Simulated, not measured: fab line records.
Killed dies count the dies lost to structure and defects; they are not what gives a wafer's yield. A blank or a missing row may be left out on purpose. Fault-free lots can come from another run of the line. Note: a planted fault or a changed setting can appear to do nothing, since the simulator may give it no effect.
Chamber matching -- flow n5Finfet -- N5_BEOL_M1_STRIP_19 on rieDiel-06: 4 sister chambers
The step strips in O2. 30 wafers are shown with their chamber, then 12 later ones without.

== WAFERS PAIRED WITH THEIR CHAMBERS ==
wafer,chamber,throttleValvePct (%),showerheadPlenumPTorr (Torr),drypumpMotorCurrentA (A)
L074.1,1,17.07,2.18,5.6
L074.3,3,16.88,2.07,5.4
L074.5,1,17.07,2.18,5.6
L075.1,3,16.89,2.07,5.4
L075.2,1,17.08,2.18,5.6
L075.3,1,17.08,2.17,5.6
L075.4,3,16.87,2.07,5.4
L075.5,3,16.87,2.07,5.4
L075.6,1,17.08,2.18,5.6
L076.1,0,16.40,2.07,5.1
L076.2,2,16.54,2.02,6.4
L076.3,3,16.88,2.07,5.5
L076.4,1,17.09,2.17,5.6
L076.5,1,17.08,2.17,5.6
L076.6,0,16.40,2.07,5.2
L078.1,2,16.53,2.01,6.5
L078.4,0,16.42,2.06,5.2
L078.6,1,17.09,2.17,5.6
L082.1,0,16.44,2.06,5.2
L082.2,3,16.91,2.07,5.5
L082.3,2,16.54,2.01,6.4
L082.4,1,17.09,2.17,5.6
L082.5,1,17.10,2.17,5.6
L082.6,2,16.55,2.01,6.4
L084.2,1,17.09,2.17,5.6
L084.4,3,16.90,2.07,5.4
L084.5,0,16.44,2.06,5.2
L086.1,3,16.91,2.07,5.5
L086.2,2,16.56,2.01,6.5
L086.3,1,17.11,2.17,5.6

SIGNATURES (averages over the wafers above)
reading,chamber 0,chamber 1,chamber 2,chamber 3,scatter within a chamber
throttleValvePct,16.4200,17.0858,16.5440,16.8888,0.0145
showerheadPlenumPTorr,2.0640,2.1733,2.0120,2.0700,0.00424
drypumpMotorCurrentA,5.180,5.600,6.440,5.438,0.0386
Rule: distance of a wafer from a chamber = root of the sum over the readings of ((wafer's reading minus chamber's mean) / reading's scatter) squared. If the next closest chamber is less than 2 further off than the closest, the wafer can't be placed; otherwise it belongs to the closest. The scatter is the square root of a quotient: the sum, over the shown wafers, of each reading's squared deviation from its chamber's mean, divided by wafers minus chambers.

== WAFERS MISSING THEIR CHAMBER ==
wafer,throttleValvePct (%),showerheadPlenumPTorr (Torr),drypumpMotorCurrentA (A)
L086.4,16.43,2.06,5.2
L086.5,16.93,2.07,5.4
L086.6,16.44,2.06,5.2
L087.1,16.91,2.07,5.4
L087.4,16.43,2.06,5.2
L087.6,17.11,2.17,5.6
L092.1,16.93,2.06,5.5
L092.2,16.57,2.01,6.4
L092.6,16.56,2.01,6.5
L094.1,17.14,2.16,5.6
L094.2,16.48,2.06,5.2
L094.3,16.92,2.06,5.4

== WHICH CHAMBER EACH WENT THROUGH ==
wafer,from the rows above,in truth
L086.4,0,0
L086.5,3,3
L086.6,0,0
L087.1,3,3
L087.4,0,0
L087.6,1,1
L092.1,3,3
L092.2,2,2
L092.6,2,2
L094.1,1,1
L094.2,0,0
L094.3,3,3
12 of 12 placed correctly. Left unplaced by these rows: 0. Placed wrongly: 0.
